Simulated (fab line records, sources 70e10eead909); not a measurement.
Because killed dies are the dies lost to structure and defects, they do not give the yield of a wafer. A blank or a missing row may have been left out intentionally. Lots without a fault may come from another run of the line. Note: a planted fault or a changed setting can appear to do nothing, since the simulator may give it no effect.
A sampling plan put to the test ; flow nand-harc ; one fab line, 30 faults that these records tell of, each judged on the records of the lots that it struck; 1 more is left out, because the records don't allow judging it
What counts as the plan is the set of the line's own looks, namely the steps on the route at which a gauge or an inspection reads a wafer and does not change it. Where struck wafers have a number at a look and the file lists that look's usual mean and standard deviation on fault-free wafers, the look can be judged. Caught: a look later than the fault's first step finds the struck wafers' mean 4 or more of those standard deviations (sigma) from the usual mean. On the tool: here the same test is run on the tool's own readings at the fault's steps. It also counts as caught if the struck wafers ran another recipe or if their record alone is blank.

THE FAULTS, as the simulator had put them in
1. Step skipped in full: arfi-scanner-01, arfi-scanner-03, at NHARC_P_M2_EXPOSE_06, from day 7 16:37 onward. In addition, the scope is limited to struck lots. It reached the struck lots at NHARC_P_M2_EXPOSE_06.
2. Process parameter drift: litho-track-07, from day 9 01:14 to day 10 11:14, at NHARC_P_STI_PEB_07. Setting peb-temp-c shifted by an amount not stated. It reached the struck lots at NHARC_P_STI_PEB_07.
3. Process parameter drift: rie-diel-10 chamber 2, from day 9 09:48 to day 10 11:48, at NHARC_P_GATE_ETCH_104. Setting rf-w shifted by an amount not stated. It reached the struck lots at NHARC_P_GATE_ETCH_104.
4. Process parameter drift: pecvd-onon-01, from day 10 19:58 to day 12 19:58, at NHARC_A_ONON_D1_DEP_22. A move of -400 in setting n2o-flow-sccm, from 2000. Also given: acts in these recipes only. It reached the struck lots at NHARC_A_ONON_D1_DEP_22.
5. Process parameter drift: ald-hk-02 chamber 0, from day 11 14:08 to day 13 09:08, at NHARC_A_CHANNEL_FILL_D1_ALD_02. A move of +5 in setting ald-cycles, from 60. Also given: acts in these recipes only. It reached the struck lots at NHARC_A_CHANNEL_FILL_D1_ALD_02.
6. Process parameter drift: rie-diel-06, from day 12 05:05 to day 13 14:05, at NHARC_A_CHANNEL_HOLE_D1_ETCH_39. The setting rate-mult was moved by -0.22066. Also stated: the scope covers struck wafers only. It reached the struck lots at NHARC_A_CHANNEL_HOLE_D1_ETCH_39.
7. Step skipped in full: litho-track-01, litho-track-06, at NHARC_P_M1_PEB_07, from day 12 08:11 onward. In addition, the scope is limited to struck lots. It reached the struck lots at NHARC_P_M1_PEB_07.
8. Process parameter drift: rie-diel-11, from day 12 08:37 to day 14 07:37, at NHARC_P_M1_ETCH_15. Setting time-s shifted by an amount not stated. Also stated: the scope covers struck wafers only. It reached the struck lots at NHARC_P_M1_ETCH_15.
9. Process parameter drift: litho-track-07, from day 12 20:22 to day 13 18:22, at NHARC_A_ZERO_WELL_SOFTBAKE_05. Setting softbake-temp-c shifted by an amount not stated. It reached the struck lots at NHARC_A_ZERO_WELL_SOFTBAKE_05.
10. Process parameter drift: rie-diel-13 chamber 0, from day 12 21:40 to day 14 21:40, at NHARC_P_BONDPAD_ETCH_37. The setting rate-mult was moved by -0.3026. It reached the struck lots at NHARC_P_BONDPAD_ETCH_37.
11. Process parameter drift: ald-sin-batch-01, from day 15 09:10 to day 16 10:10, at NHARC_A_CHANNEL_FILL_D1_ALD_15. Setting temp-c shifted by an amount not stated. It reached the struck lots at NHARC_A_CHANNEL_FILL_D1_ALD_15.
12. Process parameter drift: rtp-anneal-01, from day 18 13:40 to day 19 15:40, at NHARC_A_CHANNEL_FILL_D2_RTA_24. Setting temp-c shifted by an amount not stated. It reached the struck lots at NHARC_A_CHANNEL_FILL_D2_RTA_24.
13. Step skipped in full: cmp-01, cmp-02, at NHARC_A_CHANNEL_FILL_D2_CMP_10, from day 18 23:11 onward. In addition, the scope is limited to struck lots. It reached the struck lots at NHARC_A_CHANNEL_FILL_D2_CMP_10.
14. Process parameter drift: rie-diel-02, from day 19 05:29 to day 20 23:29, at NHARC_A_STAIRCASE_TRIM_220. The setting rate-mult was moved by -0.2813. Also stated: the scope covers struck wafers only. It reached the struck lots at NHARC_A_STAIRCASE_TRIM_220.
15. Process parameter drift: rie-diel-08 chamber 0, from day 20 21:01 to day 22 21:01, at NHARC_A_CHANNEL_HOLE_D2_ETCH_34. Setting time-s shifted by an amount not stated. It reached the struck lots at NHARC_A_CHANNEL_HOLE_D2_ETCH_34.
16. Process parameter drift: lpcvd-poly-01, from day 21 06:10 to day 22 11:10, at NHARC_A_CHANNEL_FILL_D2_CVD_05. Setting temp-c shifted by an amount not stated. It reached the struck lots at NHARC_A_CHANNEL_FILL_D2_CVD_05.
17. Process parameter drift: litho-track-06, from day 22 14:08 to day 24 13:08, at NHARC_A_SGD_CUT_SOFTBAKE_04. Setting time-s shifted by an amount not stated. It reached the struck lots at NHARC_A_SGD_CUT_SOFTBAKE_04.
18. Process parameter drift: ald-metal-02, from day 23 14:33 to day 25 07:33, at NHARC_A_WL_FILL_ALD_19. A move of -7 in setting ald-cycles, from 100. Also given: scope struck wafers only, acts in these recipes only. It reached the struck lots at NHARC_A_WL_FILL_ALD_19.
19. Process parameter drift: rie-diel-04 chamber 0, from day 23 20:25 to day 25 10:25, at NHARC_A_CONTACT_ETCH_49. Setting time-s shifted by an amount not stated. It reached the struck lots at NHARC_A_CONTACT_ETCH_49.
20. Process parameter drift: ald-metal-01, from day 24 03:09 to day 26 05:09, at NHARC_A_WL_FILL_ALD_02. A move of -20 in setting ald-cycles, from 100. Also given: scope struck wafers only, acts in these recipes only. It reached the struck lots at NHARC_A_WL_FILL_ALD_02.
21. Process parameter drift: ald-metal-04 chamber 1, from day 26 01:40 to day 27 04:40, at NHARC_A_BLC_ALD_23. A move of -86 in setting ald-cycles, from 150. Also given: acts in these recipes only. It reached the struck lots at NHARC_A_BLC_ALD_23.
22. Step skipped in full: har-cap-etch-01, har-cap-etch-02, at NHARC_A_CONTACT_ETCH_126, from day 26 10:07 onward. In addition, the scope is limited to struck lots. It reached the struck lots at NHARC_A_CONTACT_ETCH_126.
23. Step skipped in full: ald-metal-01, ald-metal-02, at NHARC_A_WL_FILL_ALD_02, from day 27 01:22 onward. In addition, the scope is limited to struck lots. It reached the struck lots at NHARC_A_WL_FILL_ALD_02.
24. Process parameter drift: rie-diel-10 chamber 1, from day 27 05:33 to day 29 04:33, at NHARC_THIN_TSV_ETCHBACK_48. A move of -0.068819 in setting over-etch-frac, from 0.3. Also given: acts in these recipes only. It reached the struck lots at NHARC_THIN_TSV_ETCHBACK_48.
25. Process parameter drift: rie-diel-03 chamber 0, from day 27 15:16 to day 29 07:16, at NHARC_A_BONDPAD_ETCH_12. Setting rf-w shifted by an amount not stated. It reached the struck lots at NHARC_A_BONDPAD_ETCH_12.
26. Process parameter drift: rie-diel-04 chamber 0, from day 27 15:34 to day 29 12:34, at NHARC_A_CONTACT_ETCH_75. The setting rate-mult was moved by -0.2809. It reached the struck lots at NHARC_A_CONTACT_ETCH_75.
27. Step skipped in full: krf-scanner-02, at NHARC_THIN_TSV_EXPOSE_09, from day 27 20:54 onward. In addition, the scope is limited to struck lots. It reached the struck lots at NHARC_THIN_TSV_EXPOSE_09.
28. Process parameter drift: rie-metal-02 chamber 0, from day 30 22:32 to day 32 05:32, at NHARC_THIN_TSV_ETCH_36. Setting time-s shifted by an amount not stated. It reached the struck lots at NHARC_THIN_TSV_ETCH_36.
29. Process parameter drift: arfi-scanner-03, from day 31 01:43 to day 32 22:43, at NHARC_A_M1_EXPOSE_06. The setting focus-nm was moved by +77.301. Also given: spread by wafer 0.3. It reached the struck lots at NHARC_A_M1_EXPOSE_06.
30. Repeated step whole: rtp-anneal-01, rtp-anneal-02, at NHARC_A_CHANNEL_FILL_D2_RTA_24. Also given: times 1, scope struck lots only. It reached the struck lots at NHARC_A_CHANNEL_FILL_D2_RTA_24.

WHAT THE PLAN SAW
fault;on the tool itself;first look that catches it;reading, sigma;median hours from its first step to that look;hours from the fault's start to the first struck lot there;judged looks passed uncaught
1;no reading that can be judged;no look after it can be judged;-;-;-;0
2;plate-temp-C -73 sigma;NHARC_P_STI_CD_MEAS_09;cd-nm -64;0.1;19;0
3;rf-fwd-power-W +26 sigma;no look after it can be judged;-;-;-;0
4;n2o-flow-sccm -67 sigma;not the one look that can be judged after it;-;-;-;1
5;under 2 sigma;no look after it can be judged;-;-;-;0
6;oes-product-au -13 sigma;no look after it can be judged;-;-;-;0
7;the tool's record is blank for the struck wafers;no look after it can be judged;-;-;-;0
8;run-length-s -26 sigma;no look after it can be judged;-;-;-;0
9;heater-power-total-W -14 sigma;none of the 2 looks that can be judged after it;-;-;-;2
10;oes-product-au -20 sigma;no look after it can be judged;-;-;-;0
11;susceptor-temp-C +99 or beyond sigma;no look after it can be judged;-;-;-;0
12;wafer_temp_C_max +21 sigma;none of the 2 looks that can be judged after it;-;-;-;2
13;the tool's record is blank for the struck wafers;no look after it can be judged;-;-;-;0
14;oes-product-au -19 sigma;no look after it can be judged;-;-;-;0
15;run-length-s -28 sigma;no look after it can be judged;-;-;-;0
16;tube-center-temp-C +99 or beyond sigma;NHARC_END_WLT_00;VT_DECK2_TOP +15;226.2;237;0
17;heater-power-total-W +99 or beyond sigma;not the one look that can be judged after it;-;-;-;1
18;under 2 sigma;not the one look that can be judged after it;-;-;-;1
19;run-length-s -99 or beyond sigma;not the one look that can be judged after it;-;-;-;1
20;under 2 sigma;no look after it can be judged;-;-;-;0
21;under 2 sigma;not the one look that can be judged after it;-;-;-;1
22;the tool's record is blank for the struck wafers;no look after it can be judged;-;-;-;0
23;the tool's record is blank for the struck wafers;no look after it can be judged;-;-;-;0
24;under 2 sigma;not the one look that can be judged after it;-;-;-;1
25;rf-fwd-power-W -99 or beyond sigma;no look after it can be judged;-;-;-;0
26;oes-product-au -19 sigma;no look after it can be judged;-;-;-;0
27;no reading that can be judged;no look after it can be judged;-;-;-;0
28;run-length-s -16 sigma;no look after it can be judged;-;-;-;0
29;exposure-dose-mJ-cm2 -10 sigma;not the one look that can be judged after it;-;-;-;1
30;under 2 sigma;not the one look that can be judged after it;-;-;-;1
A dash: the fault isn't caught, or these records don't give the number.

Caught at a look: 2 of 30. Caught on the tool: 22 of 30. By one or the other: 22 of 30.
Caught on the tool alone: faults 3, 4, 6, 7, 8, 9, 10, 11, 12, 13, 14, 15, 17, 19, 22, 23, 25, 26, 28, 29.
Caught by neither: faults 1, 5, 18, 20, 21, 24, 27, 30.

THINNER SAMPLING
If the look that catches a fault measured only every second or every third lot, by lot number, the first struck lot would be measured this late in the worst case:
fault;struck lots at that look, in order of time;every lot;every second lot;every third lot
2;L193, L194;19 h;32 h;may miss all 2
16;L100, L101;237 h;244 h;may miss all 2
Hours are from the fault's start to the first struck lot that is measured. Since the struck wafers were tested as one group against 4 sigma, a single lot by itself may lie under the limit. Other struck lots may not be in these records.

THE LONGEST TIMED WAY FROM STEP TO LOOK
In fault 16, a median of 226.2 hours elapses between NHARC_A_CHANNEL_FILL_D2_CVD_05 and NHARC_END_WLT_00. No look between them can be judged.
